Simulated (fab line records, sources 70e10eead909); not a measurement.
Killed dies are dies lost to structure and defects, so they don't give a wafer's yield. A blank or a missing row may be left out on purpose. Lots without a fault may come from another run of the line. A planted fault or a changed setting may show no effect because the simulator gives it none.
Chamber matching | flow nand_harc | NHARC_A_STAIRCASE_CMP_152 on cmp-01: 4 sister chambers
The step polishes. 8 wafers are shown with their chamber, then 9 later ones without.

WAFERS WITH THEIR CHAMBER
wafer  | chamber | motor_current_A (A) | retaining_ring_pressure_frac
L082.1 | 1       | 11.1                | 1.002
L083.2 | 2       | 11.7                | 0.983
L083.5 | 0       | 12.8                | 0.991
L084.1 | 0       | 12.3                | 0.997
L084.3 | 1       | 11.2                | 1.006
L088.3 | 2       | 12.3                | 1.007
L088.4 | 3       | 10.7                | 1.001
L088.6 | 3       | 10.1                | 1.000

WAFERS WITHOUT THEIR CHAMBER
wafer  | motor_current_A (A) | retaining_ring_pressure_frac
L092.1 | 12.1                | 1.000
L092.2 | 10.8                | 1.000
L092.6 | 11.7                | 0.998
L096.1 | 11.3                | 0.986
L096.2 | 11.1                | 1.008
L096.4 | 12.1                | 1.000
L094.1 | 12.1                | 0.995
L094.4 | 11.3                | 1.006
L094.6 | 12.1                | 1.000

WHICH CHAMBER EACH WENT THROUGH
wafer  | from the rows above               | in truth
L092.1 | can't be placed: 2 or 0           | 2
L092.2 | can't be placed: 1 or 3           | 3
L092.6 | can't be placed: 2 or 1 or 0      | 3
L096.1 | can't be placed: 1 or 2 or 3 or 0 | 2
L096.2 | can't be placed: 1 or 3           | 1
L096.4 | can't be placed: 2 or 0           | 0
L094.1 | can't be placed: 2 or 0           | 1
L094.4 | can't be placed: 1 or 2           | 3
L094.6 | can't be placed: 2 or 0           | 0
Placed correctly: 0 of 9. Can't be placed from these rows: 9 (the true chamber is among the candidates in 6). Placed wrongly: 0.
How it was worked out, from the rows above alone: a wafer's distance from a chamber is the root of the sum, over the readings, of the square of ((its reading less the chamber's mean) divided by the reading's scatter). The wafer belongs to the nearest chamber; if the next one is less than 2 further off, it can't be placed. A chamber's mean is the mean of its shown wafers. The scatter: the root of (the sum of the squares of (reading less its chamber's mean) over the shown wafers, divided by (wafers less chambers)).
